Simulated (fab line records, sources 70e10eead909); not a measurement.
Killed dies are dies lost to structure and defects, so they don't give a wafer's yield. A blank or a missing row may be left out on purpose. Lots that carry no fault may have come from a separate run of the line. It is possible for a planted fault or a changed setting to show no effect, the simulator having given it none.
Which tool is to blame?    flow nand-harc    Sampling: 12 lots, 36 wafers, 6 of 1159 route steps

## WHAT EACH GAUGE READ, for each wafer
NHARC_A_M0_INSPECT_11. Usual: raw-defect-count at 33, with a standard deviation of 14.
lot   measured      on                 raw-defect-count  flag
L467  day 17 17:02  defect-inspect-01  22 29 22          
L470  day 17 21:20  defect-inspect-01  29 47 40          
L469  day 17 22:38  defect-inspect-02  26 19 25          
L471  day 18 02:18  defect-inspect-01  25 12 18          
L472  day 18 17:08  defect-inspect-01  41 37 46          
L475  day 19 21:16  defect-inspect-02  54 33 47          
L477  day 20 00:48  defect-inspect-01  33 35 31          
L478  day 20 17:25  defect-inspect-02  13 14 14          
L480  day 20 20:25  defect-inspect-02  42 35 42          
L481  day 20 22:56  defect-inspect-01  55 61 55          
L483  day 21 23:54  defect-inspect-01  36 38 48          
L484  day 22 04:24  defect-inspect-01  21 16 17          

NHARC_A_M1_INSPECT_11. Usual: raw-defect-count at 33, with a standard deviation of 14.
lot   measured      on                 raw-defect-count  flag
L467  day 17 21:04  defect-inspect-01  23 27 22          
L470  day 18 01:29  defect-inspect-02  28 43 39          
L469  day 18 03:04  defect-inspect-02  27 20 27          
L471  day 18 06:28  defect-inspect-01  23 15 15          
L472  day 18 21:16  defect-inspect-01  39 37 42          
L475  day 20 01:22  defect-inspect-01  52 33 49          
L477  day 20 05:05  defect-inspect-01  34 32 30          
L478  day 20 22:11  defect-inspect-01  15 16 13          
L480  day 21 00:31  defect-inspect-02  40 38 43          
L481  day 21 02:59  defect-inspect-01  549 505 528       OFF
L483  day 22 03:50  defect-inspect-02  34 41 47          
L484  day 22 08:41  defect-inspect-02  519 501 506       OFF

NHARC_END_SORT_01. Usual: defect-limited-yield 95.2 %, standard deviation 1.6; killed-at-array 29, standard deviation 11; killed-at-other 0.6, standard deviation 0.75; killed-at-periphery 3.1, standard deviation 2.1; killed-dies 32, standard deviation 11; killed-open 3.0, standard deviation 1.8; killed-short 1.8, standard deviation 1.3; sort_bin_2_pct 1.5 %, standard deviation 0.7; sort_bin_3_pct 0.26 %, standard deviation 0.22; sort_bin_4_pct 3.0 %, standard deviation 1; sort-n-pass 645, standard deviation 11; sort-rim-yield-pct 94.9 %, standard deviation 3; sort-yield-pct 95.2 %, standard deviation 1.6.
lot   measured      on         defect-limited-yield (%)  killed-at-array  killed-at-other  killed-at-periphery  killed-dies  killed-open  killed-short  sort_bin_2_pct (%)  sort_bin_3_pct (%)  sort_bin_4_pct (%)  sort-n-pass  sort-rim-yield-pct (%)  sort-yield-pct (%)  flag
L478  day 22 12:25  prober-02  97.2 97.9 97.8            16 13 12         0 0 0            3 1 3                19 14 15     5 0 4        2 1 2         0.4 0.3 0.4         0 0.30 0            2.4 1.5 1.8         658 663 662  99.1 99.1 97.2          97.2 97.9 97.8      
L481  day 23 03:14  prober-01  79.9 82.1 79.9            135 118 135      0 0 1            1 3 0                136 121 136  1 5 1        2 2 3         8.9 7.2 7.4         3.84 3.40 3.99      7.4 7.2 8.7         541 556 541  88.7 89.6 97.2          79.9 82.1 79.9      OFF
L484  day 23 21:23  prober-01  84.5 84.6 85.1            105 99 98        0 1 0            0 4 3                105 104 101  4 11 5       2 0 1         5.8 6.6 5.0         3.25 2.66 4.14      6.5 6.1 5.8         572 573 576  97.2 98.1 95.3          84.5 84.6 85.1      OFF

## WHICH TOOL RAN EACH LOT (tool, then ch and the chambers of the sampled wafers, then the start)
lot   NHARC_A_BLC_ALD_23                   NHARC_A_M0_PRE_CLEAN_31          NHARC_A_M1_PRE_CLEAN_32
L467  ald-metal-01 ch 2,3, day 17 12:00    pecvd-02 ch 0,2, day 17 19:43    pecvd-04 ch 1,2, day 17 23:53
L470  ald-metal-02 ch 0,2, day 17 19:12    pecvd-02 ch 0,1, day 18 00:03    pecvd-03 ch 0,1,2, day 18 04:22
L469  ald-metal-01 ch 1,2, day 17 20:29    pecvd-04 ch 0,1,2, day 18 01:37  pecvd-02 ch 1,2, day 18 06:01
L471  ald-metal-02 ch 1,2, day 17 23:50    pecvd-02 ch 0,1,2, day 18 05:10  pecvd-03 ch 0,1,2, day 18 09:16
L472  ald-metal-02 ch 0,2,3, day 18 13:53  pecvd-04 ch 0,1, day 18 19:49    pecvd-04 ch 0,1,2, day 19 00:00
L475  ald-metal-01 ch 0,1,3, day 19 19:06  pecvd-04 ch 0,1, day 19 23:54    pecvd-02 ch 0,1, day 20 04:07
L477  ald-metal-01 ch 1,3, day 19 22:39    pecvd-03 ch 0,1,2, day 20 03:46  pecvd-02 ch 1,2, day 20 07:49
L478  ald-metal-04 ch 1,3, day 20 13:28    pecvd-04 ch 0,2, day 20 20:03    pecvd-02 ch 0,1,2, day 21 00:53
L480  ald-metal-02 ch 0,2, day 20 18:25    pecvd-04 ch 1,2, day 20 23:04    pecvd-02 ch 1,2, day 21 03:15
L481  ald-metal-01 ch 0,1,2, day 20 19:44  pecvd-04 ch 1,2, day 21 01:35    pecvd-04 ch 0,1, day 21 05:55
L483  ald-metal-01 ch 0,2,3, day 21 16:01  pecvd-02 ch 0,2, day 22 02:32    pecvd-02 ch 0,1, day 22 06:38
L484  ald-metal-01 ch 0,3, day 22 02:22    pecvd-04 ch 1,2, day 22 07:17    pecvd-04 ch 1,2, day 22 11:33
- NHARC_A_BLC_ALD_23: deposits TiN, target thk 3 nm, pulse time 1 s, ald cycles 150.
- NHARC_A_M0_PRE_CLEAN_31: time 12 s.
- NHARC_A_M1_PRE_CLEAN_32: time 12 s.

## WHAT THE TOOLS THEMSELVES READ (means of the sampled wafers that have a number; where no wafer has one, the mark that the record gives instead)
NHARC_A_BLC_ALD_23. Usual: heater-power-w 1099 W, standard deviation 110; precursor-pulse-height-rel 0.998, standard deviation 0.021.
lot   tool          heater-power-w (W)  precursor-pulse-height-rel  flag
L467  ald-metal-01  1232                0.972                       
L470  ald-metal-02  1145                0.999                       
L469  ald-metal-01  1115                0.991                       
L471  ald-metal-02  1006                0.999                       
L472  ald-metal-02  1171                0.978                       
L475  ald-metal-01  1122                1.009                       
L477  ald-metal-01  1129                1.019                       
L478  ald-metal-04  1129                0.985                       
L480  ald-metal-02  1180                0.993                       
L481  ald-metal-01  1083                0.978                       
L483  ald-metal-01  1118                1.001                       
L484  ald-metal-01  1073                1.014                       

NHARC_A_M0_PRE_CLEAN_31. Usual: heater-power-w 672 W, standard deviation 86; rf-fwd-power-W 292.5 W, standard deviation 0.83.
lot   tool      heater-power-w (W)  rf-fwd-power-W (W)  flag
L467  pecvd-02  565                 292.4               
L470  pecvd-02  591                 292.5               
L469  pecvd-04  740                 292.7               
L471  pecvd-02  602                 293.8               
L472  pecvd-04  769                 292.2               
L475  pecvd-04  763                 292.8               
L477  pecvd-03  680                 292.5               
L478  pecvd-04  739                 291.8               
L480  pecvd-04  778                 292.4               
L481  pecvd-04  755                 292.7               
L483  pecvd-02  558                 292.5               
L484  pecvd-04  747                 290.9               

NHARC_A_M1_PRE_CLEAN_32. Usual: heater-power-w 677 W, standard deviation 73; rf-fwd-power-W 292.6 W, standard deviation 0.94.
lot   tool      heater-power-w (W)  rf-fwd-power-W (W)  flag
L467  pecvd-04  743                 292.9               
L470  pecvd-03  697                 291.7               
L469  pecvd-02  641                 291.9               
L471  pecvd-03  703                 292.5               
L472  pecvd-04  690                 292.4               
L475  pecvd-02  596                 292.8               
L477  pecvd-02  624                 292.5               
L478  pecvd-02  642                 292.5               
L480  pecvd-02  591                 292.6               
L481  pecvd-04  655                 292.4               
L483  pecvd-02  627                 294.0               
L484  pecvd-04  741                 292.1               

## THE ANSWER, worked out from the rows above alone
Rule: a lot is off if the mean of its wafers that have a number lies more than 3 standard deviations from the usual mean. Also off: a lot with no number at a reading for which 4 or more lots have one. Where the step has rows for the other lots, those lots are counted as sound. First the gauges in route order, then the tools' own readings, where a lot's mean is used as printed above. At the first step where some lot is off, the reading lying furthest off is the one used; lots without a number count as furthest.
Off at NHARC_A_M1_INSPECT_11 (raw-defect-count): L481, L484.
A tool fits if, at a process step before that reading, it ran every lot that is off, and no sound lot after the first of them. The gauges at NHARC_A_M1_INSPECT_11 aren't tried: what is off there is off at NHARC_END_SORT_01 too, on other tools, and a gauge's error can't cause that. One candidate fits, namely pecvd-04 at NHARC_A_M0_PRE_CLEAN_31. Its last sound lot is L480 (day 20 23:04), its first lot that is off L481 (day 21 01:35): a fault that began between those two fits.

## WHAT HAD BEEN PUT IN BY THE SIMULATOR
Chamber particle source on pecvd-04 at NHARC_A_M0_PRE_CLEAN_31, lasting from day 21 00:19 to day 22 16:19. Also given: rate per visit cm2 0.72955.
Lots struck among those shown: L481, L484. Same finding as the rule above.
